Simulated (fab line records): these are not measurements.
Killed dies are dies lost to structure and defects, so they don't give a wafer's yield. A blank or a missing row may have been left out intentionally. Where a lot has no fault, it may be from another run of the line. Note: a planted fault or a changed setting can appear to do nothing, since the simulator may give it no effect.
Chamber matching | flow nandHarc | NHARC_P_ZERO_WELL_DESCUM_54 on rieDiel-03: 4 sister chambers
The step chemistry O2, time 3 s. 24 wafers are shown with their chamber, then 12 later ones without.

EACH WAFER AND ITS CHAMBER
wafer  | chamber | showerheadPlenumPTorr (Torr) | drypumpMotorCurrentA (A) | oesProductAu (a.u.)
L075.3 | 0       | 1.92                         | 6.0                      | 1.007
L075.4 | 1       | 1.91                         | 6.3                      | 1.003
L075.6 | 1       | 1.91                         | 6.3                      | 1.010
L079.2 | 3       | 2.03                         | 6.2                      | 0.984
L079.4 | 2       | 2.06                         | 6.0                      | 1.002
L079.5 | 0       | 1.92                         | 6.1                      | 0.986
L081.1 | 3       | 2.02                         | 6.2                      | 0.998
L081.3 | 1       | 1.91                         | 6.3                      | 0.994
L081.5 | 0       | 1.92                         | 6.1                      | 0.998
L084.2 | 2       | 2.06                         | 6.1                      | 1.018
L084.4 | 0       | 1.92                         | 6.0                      | 1.005
L084.6 | 0       | 1.92                         | 6.1                      | 1.003
L085.2 | 2       | 2.06                         | 6.0                      | 1.006
L085.5 | 1       | 1.90                         | 6.3                      | 0.976
L085.6 | 2       | 2.06                         | 6.0                      | 1.007
L089.1 | 3       | 2.02                         | 6.2                      | 1.000
L089.3 | 2       | 2.05                         | 6.0                      | 1.028
L089.5 | 3       | 2.02                         | 6.2                      | 1.002
L090.3 | 0       | 1.91                         | 6.1                      | 0.998
L090.4 | 2       | 2.05                         | 6.0                      | 1.024
L090.6 | 2       | 2.05                         | 6.1                      | 1.015
L091.1 | 2       | 2.05                         | 6.0                      | 1.013
L091.2 | 1       | 1.90                         | 6.3                      | 0.980
L091.4 | 3       | 2.01                         | 6.2                      | 0.995

SIGNATURES (means of the wafers above)
reading               | chamber 0 | chamber 1 | chamber 2 | chamber 3 | scatter within a chamber
showerheadPlenumPTorr | 1.9183    | 1.9060    | 2.0550    | 2.0200    | 0.00549
drypumpMotorCurrentA  | 6.067     | 6.300     | 6.025     | 6.200     | 0.0376
oesProductAu          | 0.99950   | 0.99260   | 1.01412   | 0.99580   | 0.00976
Rule: for a wafer and a chamber, the distance is found by dividing, reading by reading, the gap between the wafer's reading and the chamber's mean by the reading's scatter, squaring, summing and taking the root. The wafer belongs to the nearest chamber; if the next one is less than 2 further off, it can't be placed. The scatter: the root of (the sum of the squares of (reading less its chamber's mean) over the shown wafers, divided by (wafers less chambers)).

WAFERS WHOSE CHAMBER IS MISSING
wafer  | showerheadPlenumPTorr (Torr) | drypumpMotorCurrentA (A) | oesProductAu (a.u.)
L093.4 | 1.91                         | 6.0                      | 0.999
L093.5 | 1.91                         | 6.0                      | 0.999
L093.6 | 1.89                         | 6.3                      | 0.992
L095.1 | 2.01                         | 6.2                      | 1.003
L095.4 | 2.05                         | 6.0                      | 1.022
L095.6 | 2.05                         | 6.0                      | 1.021
L096.2 | 2.01                         | 6.2                      | 0.984
L096.5 | 2.04                         | 6.0                      | 1.014
L096.6 | 1.89                         | 6.3                      | 0.972
L097.2 | 2.04                         | 6.1                      | 1.004
L097.3 | 2.01                         | 6.2                      | 1.000
L097.5 | 1.89                         | 6.3                      | 0.987

THE CHAMBER EACH PASSED THROUGH
wafer  | from the rows above     | in truth
L093.4 | 0                       | 0
L093.5 | 0                       | 0
L093.6 | 1                       | 1
L095.1 | 3                       | 3
L095.4 | 2                       | 2
L095.6 | 2                       | 2
L096.2 | 3                       | 3
L096.5 | 2                       | 2
L096.6 | 1                       | 1
L097.2 | can't be placed: 2 or 3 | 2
L097.3 | 3                       | 3
L097.5 | 1                       | 1
Placed correctly: 11 of 12. Can't be placed from these rows: 1 (the true chamber is among the candidates in 1). Number placed wrongly: 0.
